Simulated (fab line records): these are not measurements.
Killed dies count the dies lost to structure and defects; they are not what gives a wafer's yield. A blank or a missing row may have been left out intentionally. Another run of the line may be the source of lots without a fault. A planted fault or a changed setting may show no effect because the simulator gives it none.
Chamber matching    flow nand-harc    NHARC_P_GATE_STRIP_108 on rie-diel-01 has 4 sister chambers
The step strips in O2. 8 wafers are shown with their chamber, then 9 later ones without.

WAFERS PAIRED WITH THEIR CHAMBERS
wafer   chamber  rf-vpp-V (V)  oes-product-au (a.u.)
L077.3  3        57.6          0.996
L077.4  1        58.8          1.010
L077.5  3        58.1          0.998
L077.1  2        57.1          1.002
L077.6  0        58.3          1.006
L080.3  2        57.8          0.992
L080.5  0        57.6          1.003
L080.6  1        58.9          1.000

WAFERS WITH NO CHAMBER GIVEN
wafer   rf-vpp-V (V)  oes-product-au (a.u.)
L082.1  56.7          1.007
L082.4  58.1          1.008
L082.5  58.3          1.004
L091.3  58.0          0.996
L091.4  56.7          0.996
L091.6  58.6          0.991
L097.2  57.0          0.995
L097.4  56.8          1.006
L097.5  56.9          0.995

WHICH CHAMBER EACH ONE RAN IN
wafer   from the rows above                in truth
L082.1  can't be placed: 2 or 0 or 3       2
L082.4  can't be placed: 0 or 1 or 3 or 2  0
L082.5  can't be placed: 0 or 1 or 3 or 2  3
L091.3  can't be placed: 3 or 2 or 0       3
L091.4  can't be placed: 2 or 3 or 0       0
L091.6  can't be placed: 3 or 1 or 0 or 2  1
L097.2  can't be placed: 2 or 3 or 0       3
L097.4  can't be placed: 2 or 0 or 3       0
L097.5  can't be placed: 2 or 3 or 0       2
Placed correctly: 0 of 9. Unplaceable from these rows: 9, with the true chamber sitting among the candidates in 9. Wrongly placed: 0.
How it was worked out, from the rows above alone: a wafer's distance from a chamber is the root of the sum, over the readings, of the square of ((its reading less the chamber's mean) divided by the reading's scatter). The wafer belongs to the nearest chamber; if the next one is less than 2 further off, it can't be placed. For every chamber, the mean is computed from those of its wafers that are shown. The scatter: the root of (the sum of the squares of (reading less its chamber's mean) over the shown wafers, divided by (wafers less chambers)).
